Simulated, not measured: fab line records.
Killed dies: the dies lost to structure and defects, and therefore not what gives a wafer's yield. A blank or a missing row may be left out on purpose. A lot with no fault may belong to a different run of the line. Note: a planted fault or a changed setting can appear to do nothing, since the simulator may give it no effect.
Matching of chambers + flow nandHarc + 4 sister chambers for NHARC_A_BLC_CMP_25 on cmp-02
The step polishes, t overpolish 30 s, target thk 150 nm. 4 wafers are shown with their chamber, then 8 later ones without.

WAFERS PAIRED WITH THEIR CHAMBERS
| wafer  | chamber | motorCurrentA (A) |
|--------|---------|-------------------|
| L085.2 | 3       | 13.4              |
| L085.3 | 2       | 12.1              |
| L085.4 | 1       | 11.7              |
| L086.2 | 0       | 11.4              |

WAFERS MISSING THEIR CHAMBER
| wafer  | motorCurrentA (A) |
|--------|-------------------|
| L086.3 | 11.3              |
| L086.5 | 13.1              |
| L089.1 | 10.9              |
| L089.2 | 11.6              |
| L089.4 | 12.8              |
| L097.1 | 12.8              |
| L097.4 | 12.6              |
| L097.5 | 11.4              |

WHICH CHAMBER EACH WENT THROUGH
| wafer  | from the rows above               | in truth |
|--------|-----------------------------------|----------|
| L086.3 | can't be placed: 0 or 1 or 2      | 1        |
| L086.5 | can't be placed: 3 or 2           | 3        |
| L089.1 | can't be placed: 0 or 1 or 2      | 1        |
| L089.2 | can't be placed: 1 or 0 or 2      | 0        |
| L089.4 | can't be placed: 3 or 2 or 1 or 0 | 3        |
| L097.1 | can't be placed: 3 or 2 or 1 or 0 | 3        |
| L097.4 | can't be placed: 2 or 3 or 1 or 0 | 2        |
| L097.5 | can't be placed: 0 or 1 or 2      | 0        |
Correctly placed: 0 of 8. Can't be placed from these rows: 8 (the true chamber is among the candidates in 8). Number placed wrongly: 0.
How it was worked out, from the rows above alone: a wafer's distance from a chamber is the root of the sum, over the readings, of the square of ((its reading less the chamber's mean) divided by the reading's scatter). If the next closest chamber is less than 2 further off than the closest, the wafer can't be placed; otherwise it belongs to the closest. A chamber's mean is the mean of its shown wafers. The scatter: root of mean squared gap, hidden wafer to nearest shown wafer, with one shown wafer a chamber.
